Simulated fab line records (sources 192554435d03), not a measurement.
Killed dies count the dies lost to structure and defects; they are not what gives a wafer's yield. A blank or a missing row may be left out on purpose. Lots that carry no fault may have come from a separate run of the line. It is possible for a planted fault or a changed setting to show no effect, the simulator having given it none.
Which tool is to blame? + flow n5-finfet + 24 lots with 72 wafers sampled at 3 steps, on a route of 1938 steps

WHAT EACH GAUGE READ, for each wafer
N5_BEOL_M12_INSPECT_30: inspects for defects (macro).
| lot  | measured     | on                | raw-defect-count |
|------|--------------|-------------------|------------------|
| L074 | day 10 21:08 | defect-inspect-01 | 3 0 2            |
| L076 | day 11 13:30 | defect-inspect-02 | 3 0 7            |
| L078 | day 12 05:05 | defect-inspect-01 | 0 0 4            |
| L075 | day 12 08:45 | defect-inspect-01 | 3 5 4            |
| L077 | day 12 15:37 | defect-inspect-02 | 2 0 3            |
| L083 | day 13 05:40 | defect-inspect-02 | 2 2 1            |
| L079 | day 13 12:10 | defect-inspect-01 | 1 2 1            |
| L080 | day 13 18:43 | defect-inspect-01 | 2 1 4            |
| L081 | day 13 19:01 | defect-inspect-02 | 2 2 3            |
| L084 | day 14 04:50 | defect-inspect-02 | 1 1 1            |
| L082 | day 14 07:07 | defect-inspect-01 | 1 2 2            |
| L087 | day 14 12:30 | defect-inspect-02 | 1 4 2            |
| L085 | day 14 17:18 | defect-inspect-02 | 4 0 2            |
| L086 | day 15 00:19 | defect-inspect-01 | 2 5 1            |
| L088 | day 15 02:26 | defect-inspect-02 | 1 0 1            |
| L090 | day 15 06:22 | defect-inspect-02 | 1 2 0            |
| L089 | day 15 13:15 | defect-inspect-02 | 2 3 2            |
| L091 | day 16 02:35 | defect-inspect-02 | 3 2 1            |
| L092 | day 16 03:29 | defect-inspect-02 | 1 2 6            |
| L093 | day 16 06:22 | defect-inspect-01 | 4 3 2            |
| L096 | day 16 08:59 | defect-inspect-01 | 0 2 0            |
| L095 | day 16 16:49 | defect-inspect-02 | 2 1 3            |
| L094 | day 16 17:32 | defect-inspect-01 | 3 2 1            |
| L097 | day 17 14:56 | defect-inspect-02 | 2 3 3            |

N5_BEOL_M13_INSPECT_12: inspects for defects (macro).
| lot  | measured     | on                | raw-defect-count |
|------|--------------|-------------------|------------------|
| L074 | day 11 00:47 | defect-inspect-01 | 1 3 2            |
| L076 | day 11 19:38 | defect-inspect-02 | 2 1 0            |
| L078 | day 12 08:41 | defect-inspect-02 | 1 1 3            |
| L075 | day 12 15:01 | defect-inspect-02 | 1 1 0            |
| L077 | day 12 19:25 | defect-inspect-02 | 0 2 2            |
| L083 | day 13 09:50 | defect-inspect-01 | 1 1 1            |
| L079 | day 13 17:34 | defect-inspect-01 | 2 3 1            |
| L080 | day 13 22:37 | defect-inspect-02 | 2 3 0            |
| L081 | day 14 01:13 | defect-inspect-01 | 3 5 1            |
| L084 | day 14 11:13 | defect-inspect-02 | 5 3 1            |
| L082 | day 14 11:53 | defect-inspect-02 | 4 2 3            |
| L087 | day 14 15:51 | defect-inspect-02 | 0 1 2            |
| L085 | day 14 22:14 | defect-inspect-01 | 2 2 1            |
| L086 | day 15 05:00 | defect-inspect-02 | 0 1 3            |
| L088 | day 15 05:53 | defect-inspect-01 | 1 2 6            |
| L090 | day 15 11:52 | defect-inspect-01 | 1 4 1            |
| L089 | day 15 18:26 | defect-inspect-01 | 3 1 1            |
| L091 | day 16 10:50 | defect-inspect-01 | 4 5 4            |
| L092 | day 16 11:04 | defect-inspect-01 | 0 2 1            |
| L093 | day 16 11:23 | defect-inspect-02 | 1 1 2            |
| L096 | day 16 13:59 | defect-inspect-02 | 1 0 4            |
| L095 | day 16 20:48 | defect-inspect-02 | 2 4 2            |
| L094 | day 16 22:04 | defect-inspect-02 | 3 0 3            |
| L097 | day 17 19:35 | defect-inspect-02 | 3 5 2            |

TOOL THAT RAN EACH LOT (tool first, then ch and the chambers of the sampled wafers, then the start)
| lot  | N5_BEOL_M12_ETCH_59                |
|------|------------------------------------|
| L074 | rie-diel-03 ch 0,2, day 10 20:18   |
| L076 | rie-diel-03 ch 0,1,2, day 11 12:40 |
| L078 | rie-diel-01 ch 0,1,3, day 12 04:08 |
| L075 | rie-diel-06 ch 0,2, day 12 07:47   |
| L077 | rie-diel-06 ch 0,3, day 12 14:47   |
| L083 | rie-diel-06 ch 0,2, day 13 04:50   |
| L079 | rie-diel-03 ch 0,1,2, day 13 11:11 |
| L080 | rie-diel-03 ch 0,1,3, day 13 17:46 |
| L081 | rie-diel-01 ch 2,3, day 13 18:11   |
| L084 | rie-diel-01 ch 1,2, day 14 03:59   |
| L082 | rie-diel-01 ch 1,2, day 14 06:17   |
| L087 | rie-diel-06 ch 0,3, day 14 11:32   |
| L085 | rie-diel-06 ch 1,2, day 14 16:28   |
| L086 | rie-diel-01 ch 0,2,3, day 14 23:29 |
| L088 | rie-diel-03 ch 0,2,3, day 15 01:28 |
| L090 | rie-diel-06 ch 0,1,3, day 15 05:23 |
| L089 | rie-diel-06 ch 0,2, day 15 12:15   |
| L091 | rie-diel-06 ch 0,1,3, day 16 01:45 |
| L092 | rie-diel-03 ch 2,3, day 16 02:39   |
| L093 | rie-diel-01 ch 0,3, day 16 05:32   |
| L096 | rie-diel-01 ch 0,1,3, day 16 08:09 |
| L095 | rie-diel-01 ch 0,1, day 16 15:58   |
| L094 | rie-diel-03 ch 2,3, day 16 16:42   |
| L097 | rie-diel-01 ch 0,1,2, day 17 13:58 |
- N5_BEOL_M12_ETCH_59: etches BARC in N2/H2, target depth 89 nm, overetch 26.7 nm, time 67.9 s.

WHAT THE TOOLS THEMSELVES READ (means of the sampled wafers that have a number; where no wafer has one, the mark that the record gives instead)
N5_BEOL_M12_ETCH_59.
| lot  | tool        | drypump-motor-current-A (A) | oes-product-au (a.u.) | rf-vpp-V (V) | showerhead-plenum-p-Torr (Torr) | throttle-valve-pct (%) |
|------|-------------|-----------------------------|-----------------------|--------------|---------------------------------|------------------------|
| L074 | rie-diel-03 | 5.9                         | 0.62                  | 526.5        | 2.63                            | 18.2                   |
| L076 | rie-diel-03 | 5.8                         | 0.66                  | 527.0        | 2.65                            | 17.9                   |
| L078 | rie-diel-01 | 5.7                         | 0.70                  | 522.8        | 2.50                            | 17.7                   |
| L075 | rie-diel-06 | 6.2                         | 0.63                  | 523.6        | 2.53                            | 18.1                   |
| L077 | rie-diel-06 | 5.7                         | 0.64                  | 524.3        | 2.54                            | 17.9                   |
| L083 | rie-diel-06 | 6.5                         | 0.61                  | 523.1        | 2.51                            | 18.1                   |
| L079 | rie-diel-03 | 5.8                         | 0.73                  | 527.2        | 2.64                            | 17.8                   |
| L080 | rie-diel-03 | 5.6                         | 0.79                  | 527.4        | 2.66                            | 17.7                   |
| L081 | rie-diel-01 | 6.0                         | 0.64                  | 525.0        | 2.58                            | 18.0                   |
| L084 | rie-diel-01 | 5.6                         | 0.63                  | 524.7        | 2.57                            | 17.8                   |
| L082 | rie-diel-01 | 5.6                         | 0.64                  | 524.3        | 2.57                            | 17.8                   |
| L087 | rie-diel-06 | 5.5                         | 0.65                  | 523.2        | 2.54                            | 17.9                   |
| L085 | rie-diel-06 | 6.5                         | 0.62                  | 521.6        | 2.48                            | 18.3                   |
| L086 | rie-diel-01 | 5.8                         | 0.66                  | 522.5        | 2.52                            | 18.1                   |
| L088 | rie-diel-03 | 5.6                         | 0.75                  | 527.3        | 2.65                            | 17.9                   |
| L090 | rie-diel-06 | 5.7                         | 0.65                  | 522.8        | 2.50                            | 18.0                   |
| L089 | rie-diel-06 | 6.1                         | 0.61                  | 523.7        | 2.52                            | 18.1                   |
| L091 | rie-diel-06 | 5.7                         | 0.64                  | 522.6        | 2.50                            | 18.0                   |
| L092 | rie-diel-03 | 5.3                         | 0.74                  | 527.4        | 2.68                            | 17.8                   |
| L093 | rie-diel-01 | 5.9                         | 0.69                  | 521.9        | 2.47                            | 17.8                   |
| L096 | rie-diel-01 | 5.7                         | 0.67                  | 523.0        | 2.49                            | 17.8                   |
| L095 | rie-diel-01 | 5.5                         | 0.66                  | 522.3        | 2.48                            | 18.1                   |
| L094 | rie-diel-03 | 5.5                         | 0.69                  | 526.3        | 2.66                            | 17.9                   |
| L097 | rie-diel-01 | 5.6                         | 0.70                  | 523.1        | 2.53                            | 18.0                   |

THE ANSWER, worked out from the rows above alone
Rule: the usual values come from the lots themselves. The widest of any qualifying gaps counts: lots, ordered by their means at a reading, are off when they make up no more than a third of the lots, leave a main group of 4 or more, and stand apart from it by 3 or more times the standard deviation of that group's means. A main group is skipped when, at the precision printed for the reading in the tables above, its means are all equal. A lot without any number at a reading at which 4 lots or more have one is off too. Where the step has rows for the other lots, those lots are counted as sound. After the gauges, taken in route order, come the tools' own readings; for these a lot's mean is taken, as printed above. The first step at which some lot is off is used, and at that step the reading that is off furthest; a lot without a number counts as furthest.
Nothing can be told from this: no lot is off at any reading shown.

WHAT WAS PUT IN BY THE SIMULATOR
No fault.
